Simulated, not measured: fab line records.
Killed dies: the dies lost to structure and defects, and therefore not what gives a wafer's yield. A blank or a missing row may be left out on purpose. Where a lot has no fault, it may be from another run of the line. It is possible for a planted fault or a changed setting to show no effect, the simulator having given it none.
Chamber matching -- flow nand harc -- rie diel-05 running NHARC_A_STAIRCASE_ETCH_169: 4 sister chambers
The step etches the open film in CH3F/O2, target depth 50 nm, time 107.1 s. 20 wafers are shown with their chamber, then 10 later ones without.

WAFERS WITH THEIR CHAMBER
wafer,chamber,showerhead plenum p Torr (Torr),drypump motor current A (A),rf vpp V (V)
L074.1,3,2.59,6.3,246.4
L074.4,0,2.32,5.9,241.5
L074.6,3,2.59,6.3,246.1
L076.3,1,2.55,5.3,247.0
L076.5,2,2.45,4.7,244.4
L076.6,3,2.59,6.3,246.0
L078.3,2,2.45,4.7,244.0
L078.4,1,2.55,5.4,244.1
L078.6,1,2.55,5.3,244.5
L077.2,3,2.59,6.3,246.0
L077.3,1,2.55,5.3,245.4
L077.4,0,2.31,5.9,242.4
L080.1,1,2.54,5.3,245.0
L080.5,1,2.54,5.3,245.9
L080.6,2,2.45,4.6,244.1
L082.3,0,2.31,5.8,241.6
L082.4,2,2.44,4.7,243.4
L082.6,2,2.44,4.7,243.8
L087.1,0,2.30,5.8,242.2
L087.2,2,2.44,4.6,244.9

SIGNATURES (averages over the wafers above)
reading,chamber 0,chamber 1,chamber 2,chamber 3,scatter within a chamber
showerhead plenum p Torr,2.3100,2.5467,2.4450,2.5900,0.0055
drypump motor current A,5.850,5.317,4.667,6.300,0.0445
rf vpp V,241.925,245.317,244.100,246.125,0.682
Rule: for each reading, subtract the chamber's mean from the wafer's reading, divide by that reading's scatter and square the result; add these up over the readings and take the root, which gives the wafer's distance from the chamber. If the next closest chamber is less than 2 further off than the closest, the wafer can't be placed; otherwise it belongs to the closest. The scatter is the square root of a quotient: the sum, over the shown wafers, of each reading's squared deviation from its chamber's mean, divided by wafers minus chambers.

WAFERS MISSING THEIR CHAMBER
wafer,showerhead plenum p Torr (Torr),drypump motor current A (A),rf vpp V (V)
L087.4,2.53,5.3,246.0
L091.1,2.43,4.7,244.6
L091.3,2.30,5.9,242.2
L091.6,2.30,5.9,240.2
L093.1,2.43,4.7,244.2
L093.4,2.53,5.3,244.2
L093.5,2.53,5.3,245.1
L095.1,2.43,4.7,245.0
L095.3,2.29,5.9,242.5
L095.5,2.43,4.7,244.5

WHICH CHAMBER EACH WENT THROUGH
wafer,from the rows above,in truth
L087.4,1,1
L091.1,2,2
L091.3,0,0
L091.6,0,0
L093.1,2,2
L093.4,1,1
L093.5,1,1
L095.1,2,2
L095.3,0,0
L095.5,2,2
Placed correctly: 10 of 10. Can't be placed from these rows: 0. Wrongly placed: 0.
